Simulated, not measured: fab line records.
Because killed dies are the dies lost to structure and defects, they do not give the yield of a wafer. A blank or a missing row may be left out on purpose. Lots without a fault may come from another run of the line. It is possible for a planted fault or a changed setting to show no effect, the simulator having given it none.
Matching of chambers :: flow n5_finfet :: 4 sister chambers for N5_BEOL_M6_ETCH_61 on rie_diel-01
The step etches SiARC in CF4, target depth 45.5 nm, time 75.8 s. 4 wafers are shown with their chamber, then 7 later ones without.

WAFERS PAIRED WITH THEIR CHAMBERS
wafer: L080.2
chamber: 0
showerhead_plenum_p_Torr (Torr): 2.23

wafer: L085.2
chamber: 2
showerhead_plenum_p_Torr (Torr): 2.17

wafer: L089.3
chamber: 3
showerhead_plenum_p_Torr (Torr): 2.10

wafer: L089.4
chamber: 1
showerhead_plenum_p_Torr (Torr): 2.04

WAFERS WHOSE CHAMBER IS MISSING
wafer: L089.6
showerhead_plenum_p_Torr (Torr): 2.22

wafer: L090.1
showerhead_plenum_p_Torr (Torr): 2.10

wafer: L090.4
showerhead_plenum_p_Torr (Torr): 2.03

wafer: L090.6
showerhead_plenum_p_Torr (Torr): 2.03

wafer: L094.2
showerhead_plenum_p_Torr (Torr): 2.22

wafer: L094.5
showerhead_plenum_p_Torr (Torr): 2.22

wafer: L094.6
showerhead_plenum_p_Torr (Torr): 2.10

EACH ONE'S CHAMBER
wafer: L089.6
from the rows above: 0
in truth: 0

wafer: L090.1
from the rows above: 3
in truth: 3

wafer: L090.4
from the rows above: 1
in truth: 1

wafer: L090.6
from the rows above: 1
in truth: 1

wafer: L094.2
from the rows above: 0
in truth: 0

wafer: L094.5
from the rows above: 0
in truth: 0

wafer: L094.6
from the rows above: 3
in truth: 3
7 of 7 placed correctly. Not placeable from these rows: 0. Placed wrongly: 0.
How it was worked out, from the rows above alone: a wafer's distance from a chamber is the root of the sum, over the readings, of the square of ((its reading less the chamber's mean) divided by the reading's scatter). If the next closest chamber is less than 2 further off than the closest, the wafer can't be placed; otherwise it belongs to the closest. A chamber's mean is the mean of its shown wafers. The scatter: root of mean squared gap, hidden wafer to nearest shown wafer, with one shown wafer a chamber.
